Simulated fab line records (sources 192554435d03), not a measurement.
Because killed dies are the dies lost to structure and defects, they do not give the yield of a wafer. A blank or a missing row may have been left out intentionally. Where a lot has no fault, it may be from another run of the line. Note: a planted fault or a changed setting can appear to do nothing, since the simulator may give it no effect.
Chamber matching    flow n5_finfet    N5_HKMG_FIN_DESCUM_53 on rie_diel-06: 4 sister chambers
The step chemistry O2, time 7.9 s. 4 wafers are shown with their chamber, then 11 later ones without.

## WAFERS PAIRED WITH THEIR CHAMBERS
wafer   chamber  showerhead_plenum_p_Torr (Torr)
L090.2  0        2.23
L090.5  1        2.05
L090.6  2        2.16
L091.1  3        2.02

## WAFERS WITHOUT THEIR CHAMBER
wafer   showerhead_plenum_p_Torr (Torr)
L091.4  2.02
L091.5  2.05
L092.1  2.05
L092.2  2.16
L092.5  2.02
L094.2  2.22
L094.3  2.01
L094.6  2.16
L096.1  2.22
L096.4  2.16
L096.5  2.16

## CHAMBER TAKEN BY EACH
wafer   from the rows above  in truth
L091.4  3                    3
L091.5  1                    1
L092.1  1                    1
L092.2  2                    2
L092.5  3                    3
L094.2  0                    0
L094.3  3                    3
L094.6  2                    2
L096.1  0                    0
L096.4  2                    2
L096.5  2                    2
Placed correctly: 11 of 11. Left unplaced by these rows: 0. Number placed wrongly: 0.
How it was worked out, from the rows above alone: a wafer's distance from a chamber is the root of the sum, over the readings, of the square of ((its reading less the chamber's mean) divided by the reading's scatter). The wafer belongs to the nearest chamber; if the next one is less than 2 further off, it can't be placed. Each chamber's mean is taken over the wafers shown for it. The scatter: with one shown wafer a chamber, the root of the mean of the squares of how far each hidden wafer lies from its nearest shown one.
